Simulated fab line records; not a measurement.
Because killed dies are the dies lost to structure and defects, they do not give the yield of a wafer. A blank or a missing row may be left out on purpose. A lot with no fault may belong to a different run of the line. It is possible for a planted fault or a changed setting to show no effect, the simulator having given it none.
Chamber matching :: flow n5Finfet :: 4 sister chambers for N5_BEOL_M5_DESCUM_33 on rieDiel-02
The step chemistry O2, time 7 s. 4 wafers are shown with their chamber, then 12 later ones without.

## EACH WAFER AND ITS CHAMBER
wafer: L089.2
chamber: 0
showerheadPlenumPTorr (Torr): 2.08

wafer: L092.1
chamber: 1
showerheadPlenumPTorr (Torr): 2.16

wafer: L092.4
chamber: 2
showerheadPlenumPTorr (Torr): 2.05

wafer: L092.6
chamber: 3
showerheadPlenumPTorr (Torr): 1.99

## WAFERS WITHOUT THEIR CHAMBER
wafer: L095.2
showerheadPlenumPTorr (Torr): 1.99

wafer: L095.3
showerheadPlenumPTorr (Torr): 2.05

wafer: L095.5
showerheadPlenumPTorr (Torr): 2.05

wafer: L093.1
showerheadPlenumPTorr (Torr): 1.99

wafer: L093.3
showerheadPlenumPTorr (Torr): 2.05

wafer: L093.5
showerheadPlenumPTorr (Torr): 2.16

wafer: L094.1
showerheadPlenumPTorr (Torr): 1.98

wafer: L094.2
showerheadPlenumPTorr (Torr): 2.08

wafer: L094.5
showerheadPlenumPTorr (Torr): 1.99

wafer: L096.2
showerheadPlenumPTorr (Torr): 2.16

wafer: L096.4
showerheadPlenumPTorr (Torr): 2.05

wafer: L096.6
showerheadPlenumPTorr (Torr): 1.99

## THE CHAMBER EACH PASSED THROUGH
wafer: L095.2
from the rows above: 3
in truth: 3

wafer: L095.3
from the rows above: 2
in truth: 2

wafer: L095.5
from the rows above: 2
in truth: 2

wafer: L093.1
from the rows above: 3
in truth: 3

wafer: L093.3
from the rows above: 2
in truth: 2

wafer: L093.5
from the rows above: 1
in truth: 1

wafer: L094.1
from the rows above: 3
in truth: 3

wafer: L094.2
from the rows above: 0
in truth: 0

wafer: L094.5
from the rows above: 3
in truth: 3

wafer: L096.2
from the rows above: 1
in truth: 1

wafer: L096.4
from the rows above: 2
in truth: 2

wafer: L096.6
from the rows above: 3
in truth: 3
Placed correctly: 12 of 12. Not placeable from these rows: 0. Placed wrongly: 0.
How it was worked out, from the rows above alone: a wafer's distance from a chamber is the root of the sum, over the readings, of the square of ((its reading less the chamber's mean) divided by the reading's scatter). If the next closest chamber is less than 2 further off than the closest, the wafer can't be placed; otherwise it belongs to the closest. Each chamber's mean is taken over the wafers shown for it. The scatter: with one shown wafer a chamber, the root of the mean of the squares of how far each hidden wafer lies from its nearest shown one.
